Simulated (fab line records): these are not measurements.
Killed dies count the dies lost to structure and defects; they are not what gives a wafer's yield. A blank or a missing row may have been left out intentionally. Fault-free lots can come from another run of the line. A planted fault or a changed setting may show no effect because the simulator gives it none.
fab line records	flow nand-harc
record lots=12	wafers=36	last-day=32
route steps=1302 shown A_CONTACT@998 END@1302
lots that met no fault: from a run of the same line without faults
start-h: hours from the record's first day to the start of the lot's first wafer shown	wait-h: how many hours have passed since the lot's step before this one	" the same as in the row above	L1.1+2: one row covering several wafers at once	- no value, or no start was given	* or withheld: withheld	< > ~ a bound
route shown NAME@n: names a module that has steps shown in the file, with the first one's number in the route	usual: mean/standard deviation taken from wafers without a fault	same: alike in all rows	chamber/n: place in a boat	sites: the reading at each site	_std_site: how widely they spread, as a standard deviation	_edge_site: mean of outer sites minus mean of inner sites	radius-mm: for every site, how far away it sits from the centre of the wafer	mask NAME#n: copy n	behind: the most recent tool/chamber to have shaped the wafer	hold: cause of the lot's hold/its duration in hours/its outcome	device: the n, p or np transistor that did not switch	end of line: tests run on the same wafers once the route is complete	where a step has no rows: the recipe by itself	killed: count of dies lost to structure and defects at first sort (not the wafer's yield)	map: a wafer's dies, marking killed ones x, the rest . and places with no die _
set.NAME: the run value of the setting; set.NAME@STEP: its run value at that earlier step	model.NAME: the simulator's own value behind a step, which no gauge read
steps of the route over a sample of lots; a table a step, a row a wafer
services: a tool's chamber out of use, with start hour (start-h, from the record's first day; less than 0 if before it), hours out, and reason
## steps
# step NHARC_A_CONTACT_OVL_MEAS_43
# usual overlay-x-nm=-0.1/0.95	overlay-y-nm=0.1/0.85
lot.wafer	tool	chamber	start-h	wait-h	overlay-x-nm	overlay-y-nm
L276.2	overlay-02	-	497.59	-	-1.4	-0.8
L276.5	"	-	"	"	-1.0	-0.7
L276.6	"	-	"	"	-1.6	-1.0
L277.2	overlay-02	-	509.53	-	-1.1	-0.9
L277.3	"	-	"	"	-1.6	-1.5
L277.6	"	-	"	"	-1.8	-1.6
L279.3	overlay-02	-	529.18	-	-0.3	1.0
L279.4	"	-	"	"	-0.2	1.4
L279.6	"	-	"	"	0.4	0.7
L282.1	overlay-01	-	554.04	-	0.2	-1.1
L282.3	"	-	"	"	0.2	-0.9
L282.5	"	-	"	"	0.2	-0.6
L281.2	overlay-02	-	554.21	-	-1.6	0.7
L281.3	"	-	"	"	-1.3	0.5
L281.5	"	-	"	"	-0.9	0.9
L290.4	overlay-02	-	637.94	-	-1.1	1.9
L290.5	"	-	"	"	-1.0	1.7
L290.6	"	-	"	"	-1.3	1.8
L291.3	overlay-02	-	655.05	-	1.0	-0.4
L291.4	"	-	"	"	0.4	-0.4
L291.5	"	-	"	"	0.8	-0.7
L293.1	overlay-02	-	662.86	-	-0.7	1.2
L293.3	"	-	"	"	-0.8	1.0
L293.5	"	-	"	"	-1.6	1.0
L294.2	overlay-01	-	681.81	-	0.2	1.0
L294.3	"	-	"	"	0.5	0.7
L294.6	"	-	"	"	0.9	0.7
L296.2	overlay-02	-	689.61	-	-1.0	1.3
L296.3	"	-	"	"	-0.6	1.0
L296.5	"	-	"	"	-0.5	1.5
L297.3	overlay-01	-	691.02	-	-0.8	0.2
L297.5	"	-	"	"	-0.6	0.2
L297.6	"	-	"	"	-1.2	-0.2
L298.1	overlay-01	-	707.27	-	0.9	-1.4
L298.3	"	-	"	"	0.6	-1.1
L298.4	"	-	"	"	0.1	-1.8
# step NHARC_A_CONTACT_ETCH_48
# recipe target-depth-a=390	over-etch-frac=0.3	time-s=65	ion-energy-ev=80	cf4-flow-sccm=150	ar-flow-sccm=0	rf-w=300	bias-w=100	chemistry=CF4
# usual bias-w=99.98/0.3	cf4-flow-sccm=150.0/0.45	drypump-motor-current-A=5.7/0.47	oes-product-au=1.006/0.012	rf-vpp-V=151.6/0.98	showerhead-plenum-p-Torr=1.79/0.065	throttle-valve-pct=13.285/0.0099
lot.wafer	tool	chamber	start-h	wait-h	bias-w	cf4-flow-sccm	drypump-motor-current-A	oes-product-au	rf-hours-counter-h	rf-vpp-V	showerhead-plenum-p-Torr	throttle-valve-pct
L276.2	rie-diel-01	1	497.79	0.1	99.71	149.3	5.2	0.993	39	151.6	1.90	13.278
L276.6	"	3	"	"	100.05	150.5	5.7	0.993	-	150.0	1.74	13.276
L276.5	"	0	"	"	99.78	150.5	5.8	1.025	-	151.7	1.82	13.273
L277.3	rie-diel-04	0	509.72	0.1	99.66	149.8	5.5	0.989	23	152.5	1.83	13.284
L277.2	"	1	"	"	99.68	150.0	6.0	1.007	21	152.7	1.74	13.281
L277.6	"	0	"	"	99.86	150.3	5.5	0.987	-	150.4	1.83	13.278
L279.3	rie-diel-04	0	529.40	0.1	-	-	-	-	-	-	-	-
L279.4	"	2	"	"	-	-	-	-	-	-	-	-
L279.6	"	0	"	"	-	-	-	-	-	-	-	-
L282.1	rie-diel-04	0	554.22	0.1	-	-	-	-	-	-	-	-
L282.3	"	2	"	"	-	-	-	-	-	-	-	-
L282.5	"	1	"	"	-	-	-	-	-	-	-	-
L281.3	rie-diel-04	3	554.57	0.3	100.44	150.7	5.2	0.997	2	152.0	1.71	13.293
L281.2	"	1	"	"	100.40	150.1	6.0	1.016	2	151.6	1.74	13.285
L281.5	"	3	"	"	100.35	149.9	5.2	0.994	-	149.3	1.72	13.276
L290.6	rie-diel-04	1	638.17	0.1	100.27	149.8	6.0	1.013	-	149.9	1.73	13.299
L290.5	"	2	"	"	99.84	150.8	6.1	1.015	-	151.8	1.86	13.268
L290.4	"	3	"	"	99.95	149.9	5.2	1.003	-	150.2	1.71	13.296
L291.3	rie-diel-04	1	655.24	0.1	99.68	149.9	5.9	1.002	23	150.9	1.73	13.304
L291.4	"	3	"	"	100.23	149.9	5.1	0.994	18	151.4	1.71	13.281
L291.5	"	0	"	"	99.89	150.6	5.5	1.005	-	151.6	1.82	13.284
L293.1	rie-diel-04	1	663.04	0.1	100.16	149.7	6.0	0.994	25	150.6	1.73	13.287
L293.3	"	2	"	"	100.05	149.2	6.1	1.009	24	151.9	1.86	13.282
L293.5	"	0	"	"	99.80	150.1	5.5	1.008	-	152.4	1.82	13.286
L294.3	rie-diel-04	1	681.99	0.1	99.99	150.8	5.9	1.005	30	151.6	1.73	13.303
L294.2	"	3	"	"	100.20	150.1	5.2	0.999	23	150.1	1.71	13.267
L294.6	"	1	"	"	99.93	150.1	6.0	1.005	-	151.4	1.73	13.283
L296.2	rie-diel-01	2	689.79	0.1	100.07	150.2	6.7	1.007	38	152.9	1.85	13.276
L296.3	"	1	"	"	99.66	150.1	5.2	0.990	34	152.4	1.88	13.275
L296.5	"	2	"	"	100.25	150.1	6.7	1.009	-	153.3	1.85	13.279
L297.3	rie-diel-11	2	691.22	0.1	99.53	150.3	5.9	1.003	22	151.2	1.74	13.307
L297.5	"	0	"	"	99.34	149.7	4.6	1.001	-	151.3	1.71	13.292
L297.6	"	1	"	"	100.24	150.1	4.9	0.984	-	152.2	1.89	13.290
L298.3	rie-diel-04	0	707.45	0.1	99.78	149.2	5.5	1.004	33	151.2	1.82	13.289
L298.1	"	1	"	"	100.22	149.8	6.0	0.999	35	151.6	1.73	13.272
L298.4	"	3	"	"	100.10	150.6	5.2	0.995	28	150.8	1.71	13.270
# step NHARC_A_CONTACT_ETCH_112
# recipe source-w=withheld	pressure-mtorr=20	bias-v=3000	time-s=190	target-depth-a=18500	ar-flow-sccm=withheld	c4f8-flow-sccm=withheld	o2-flow-sccm=withheld	chemistry=C4F8/O2/Ar
# usual chamber-pressure-mTorr=19.999/0.023	oes-air-line-au=0.998/0.021
lot.wafer	tool	chamber	start-h	wait-h	chamber-pressure-mTorr	oes-air-line-au	rf-hours-counter-h
L276.2	har-cap-etch-03	0	499.79	0.2	20.015	0.995	35
L276.6	"	1	"	"	20.013	0.978	-
L276.5	"	0	"	"	20.017	0.976	-
L277.2	har-cap-etch-03	0	512.32	0.2	19.979	1.003	40
L277.3	"	0	"	"	20.010	0.994	-
L277.6	"	0	"	"	19.983	0.971	-
L279.4	har-cap-etch-01	1	531.41	0.2	20.001	0.989	-
L279.3	"	0	"	"	19.988	1.019	-
L279.6	"	0	"	"	20.000	1.034	-
L282.1	har-cap-etch-03	1	556.38	0.2	19.981	1.024	51
L282.3	"	1	"	"	19.994	0.999	-
L282.5	"	1	"	"	19.993	0.984	-
L281.2	har-cap-etch-01	1	557.24	0.2	19.981	1.036	11
L281.3	"	0	"	"	19.998	0.994	-
L281.5	"	0	"	"	20.008	0.968	-
L290.4	har-cap-etch-01	0	640.51	0.2	19.966	1.001	-
L290.5	"	1	"	"	20.007	1.028	-
L290.6	"	0	"	"	20.011	0.993	-
L291.4	har-cap-etch-02	1	657.22	0.2	19.952	0.956	-
L291.3	"	0	"	"	20.007	1.009	-
L291.5	"	0	"	"	20.010	1.013	-
L293.1	har-cap-etch-01	0	665.02	0.2	20.016	0.970	31
L293.3	"	0	"	"	20.012	0.979	-
L293.5	"	0	"	"	20.001	1.007	-
L294.2	har-cap-etch-01	1	683.93	0.2	19.988	0.999	35
L294.3	"	0	"	"	20.023	1.038	-
L294.6	"	1	"	"	19.963	1.003	-
L296.2	har-cap-etch-02	0	691.73	0.2	20.020	1.000	124
L296.3	"	0	"	"	20.014	0.996	-
L296.5	"	0	"	"	20.013	1.004	-
L297.3	har-cap-etch-03	1	693.26	0.2	19.961	0.981	-
L297.5	"	1	"	"	19.996	0.997	-
L297.6	"	0	"	"	20.032	1.014	-
L298.1	har-cap-etch-03	0	709.40	0.2	19.998	1.001	78
L298.4	"	0	"	"	20.003	1.021	-
L298.3	"	1	"	"	20.005	0.991	-
# step NHARC_A_CONTACT_ETCH_118
# recipe source-w=withheld	pressure-mtorr=20	bias-v=3000	time-s=190	target-depth-a=18500	ar-flow-sccm=withheld	c4f8-flow-sccm=withheld	o2-flow-sccm=withheld	chemistry=C4F8/O2/Ar
# usual chamber-pressure-mTorr=20.002/0.017	oes-air-line-au=1.001/0.019
lot.wafer	tool	chamber	start-h	wait-h	chamber-pressure-mTorr	oes-air-line-au	rf-hours-counter-h
L276.2	har-cap-etch-03	0	500.82	0.1	19.999	1.022	36
L276.6	"	1	"	"	19.958	1.023	-
L276.5	"	0	"	"	19.999	1.030	-
L277.2	har-cap-etch-03	0	513.34	0.1	20.000	1.006	41
L277.3	"	0	"	"	20.020	0.981	-
L277.6	"	0	"	"	19.998	0.971	-
L279.4	har-cap-etch-01	1	532.43	0.1	20.042	0.999	-
L279.3	"	0	"	"	19.999	0.981	-
L279.6	"	0	"	"	20.014	0.971	-
L282.1	har-cap-etch-03	1	557.40	0.1	20.020	1.021	52
L282.3	"	1	"	"	19.997	0.995	-
L282.5	"	1	"	"	19.984	1.012	-
L281.2	har-cap-etch-01	1	558.26	0.1	19.985	1.025	12
L281.3	"	0	"	"	20.012	1.012	-
L281.5	"	0	"	"	20.023	0.993	-
L290.4	har-cap-etch-01	0	641.54	0.1	19.993	1.004	-
L290.5	"	1	"	"	19.981	0.960	-
L290.6	"	0	"	"	19.998	1.049	-
L291.4	har-cap-etch-02	1	658.25	0.1	19.978	1.042	-
L291.3	"	0	"	"	19.983	1.030	-
L291.5	"	0	"	"	20.013	1.002	-
L293.1	har-cap-etch-01	0	666.05	0.1	20.015	0.989	32
L293.3	"	0	"	"	19.984	0.992	-
L293.5	"	0	"	"	20.002	0.998	-
L294.2	har-cap-etch-01	1	684.95	0.1	19.978	1.015	36
L294.3	"	0	"	"	20.017	1.001	-
L294.6	"	1	"	"	20.021	1.017	-
L296.2	har-cap-etch-02	0	692.75	0.1	20.002	0.992	124
L296.3	"	0	"	"	20.016	1.016	-
L296.5	"	0	"	"	19.979	0.988	-
L297.3	har-cap-etch-03	1	694.29	0.1	19.991	1.023	-
L297.5	"	1	"	"	19.980	1.001	-
L297.6	"	0	"	"	20.017	0.983	-
L298.1	har-cap-etch-03	0	710.42	0.1	20.005	1.006	79
L298.4	"	0	"	"	20.020	1.018	-
L298.3	"	1	"	"	19.990	1.017	-
# step NHARC_END_SORT_01
# recipe temp-c=25
# usual killed-at-array=54/12	killed-at-other=0.7/1.1	killed-at-periphery=3.9/2.8	killed-dies=59/13	killed-open=3.4/2	killed-short=2.5/1.7
# same gross-dies=677
lot.wafer	tool	chamber	start-h	wait-h	killed-at-array	killed-at-other	killed-at-periphery	killed-dies	killed-open	killed-short
L279.3	prober-02	0	600.97	3.1	672	1	4	677	3	2
L279.4	prober-02	0	601.76	3.4	676	0	1	677	2	3
L279.6	prober-02	0	603.36	4.0	675	1	1	677	1	3
L282.1	prober-01	0	622.73	2.6	674	0	3	677	4	1
L282.3	prober-01	0	624.33	3.1	671	2	4	677	2	1
L282.5	prober-01	0	625.93	3.7	669	2	6	677	2	4
# killed by level:class
L279.3 A_CONTACT:area-etch=634 A_SLIT:chamber-film-flake=19 A_CHANNEL_HOLE_D2:chamber-film-flake=5 A_CONTACT:chamber-film-flake=5 A_STAIRCASE:chamber-film-flake=3 A_ONON_D1:geometric-particle:short=2 P_GATE:chamber-film-flake=2 A_CHANNEL_HOLE_D1:chamber-film-flake=2
L279.4 A_CONTACT:area-etch=635 A_SLIT:chamber-film-flake=23 A_CHANNEL_HOLE_D2:chamber-film-flake=7 A_CHANNEL_HOLE_D1:chamber-film-flake=3 A_CONTACT:chamber-film-flake=3 P_GATE:geometric-particle:open=1 A_CHANNEL_FILL_D1:geometric-particle:short=1 A_CHANNEL_FILL_D2:geometric-particle:open=1
L279.6 A_CONTACT:area-etch=635 A_SLIT:chamber-film-flake=17 A_CHANNEL_HOLE_D2:chamber-film-flake=12 A_CONTACT:chamber-film-flake=5 A_CHANNEL_HOLE_D1:chamber-film-flake=3 P_CONTACT:geometric-particle:open=1 A_CHANNEL_FILL_D1:geometric-particle:short=1 A_SGD_CUT:geometric-particle:short=1
L282.1 A_CONTACT:area-etch=590 A_CHANNEL_HOLE_D1:chamber-film-flake=31 A_CHANNEL_HOLE_D2:chamber-film-flake=25 A_STAIRCASE:chamber-film-flake=8 A_CONTACT:chamber-film-flake=8 A_BONDPAD:chamber-film-flake=4 A_M1:chamber-film-flake=2 P_M0:geometric-particle:open=1
L282.3 A_CONTACT:area-etch=608 A_CHANNEL_HOLE_D1:chamber-film-flake=24 A_CHANNEL_HOLE_D2:chamber-film-flake=18 A_CONTACT:chamber-film-flake=6 A_BONDPAD:chamber-film-flake=5 A_CHANNEL_FILL_D2:chamber-film-flake=2 A_STAIRCASE:chamber-film-flake=2 A_SLIT:chamber-film-flake=2
L282.5 A_CONTACT:area-etch=591 A_CHANNEL_HOLE_D1:chamber-film-flake=32 A_CHANNEL_HOLE_D2:chamber-film-flake=27 A_CONTACT:chamber-film-flake=6 P_M0:chamber-film-flake=5 A_STAIRCASE:chamber-film-flake=3 A_BONDPAD:chamber-film-flake=3 A_M1:chamber-film-flake=2
## services
tool	chamber	start-h	hours	kind
rie-diel-04	0	486.40	-	clean
rie-diel-04	1	486.40	-	clean
rie-diel-04	2	486.40	-	clean
rie-diel-04	3	486.40	-	clean
rie-diel-04	2	496.19	2.8	repair
har-cap-etch-01	-	497.00	17.0	pm
har-cap-etch-01	0	497.00	17.0	vent-cycle
har-cap-etch-01	1	497.00	17.0	vent-cycle
rie-diel-04	1	498.93	8.8	repair
rie-diel-04	0	510.91	-	clean
har-cap-etch-01	0	514.00	-	clean
har-cap-etch-01	1	514.00	-	clean
rie-diel-04	3	524.19	1.3	repair
rie-diel-04	-	532.47	9.0	pm
rie-diel-04	2	556.39	3.3	repair
rie-diel-01	-	559.14	9.0	pm
rie-diel-04	3	593.28	13.2	repair
rie-diel-11	-	611.35	9.0	pm
har-cap-etch-02	-	629.71	0.5	repair
rie-diel-04	0	636.13	3.6	repair
rie-diel-01	3	649.53	15.0	repair
rie-diel-01	0	670.29	4.2	repair
rie-diel-11	3	671.47	6.9	repair
rie-diel-04	-	709.72	9.0	pm
## key
first-sign step=NHARC_A_CONTACT_ETCH_48	reading=tool-record	direction=missing
effect step=NHARC_END_SORT_01	reading=killed-at-array	direction=up	sigmas=50	usual=54	struck=673
more-kills-born-at NHARC_A_CONTACT_ETCH_48@rie-diel-04=3689
met-at NHARC_A_CONTACT_ETCH_48
struck-lots L279,L282
later-rows-left-out L279.3,L279.4,L279.6,L282.1,L282.3,L282.5
tester-left-out L279,L282
not-acting-at NHARC_A_CONTACT_OVL_MEAS_43,NHARC_A_CONTACT_ETCH_112,NHARC_A_CONTACT_ETCH_118
onset-between 509.72 529.40
fault kind=skipped-step-whole	tool=rie-diel-04	chamber=-	onset-h=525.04	steps=NHARC_A_CONTACT_ETCH_48	scope=struck-lots-only
# tester-left-out: of these lots the tester's yield and bins aren't shown, on N5 and GAA mostly nor the transistor test; their killed dies are dies lost to structure and defects alone, not to doping, threshold or leakage, so they don't give the yield
# later-rows-left-out: the simulator's readings of these wafers behind a module that went badly wrong aren't trusted and aren't shown, but for the sort
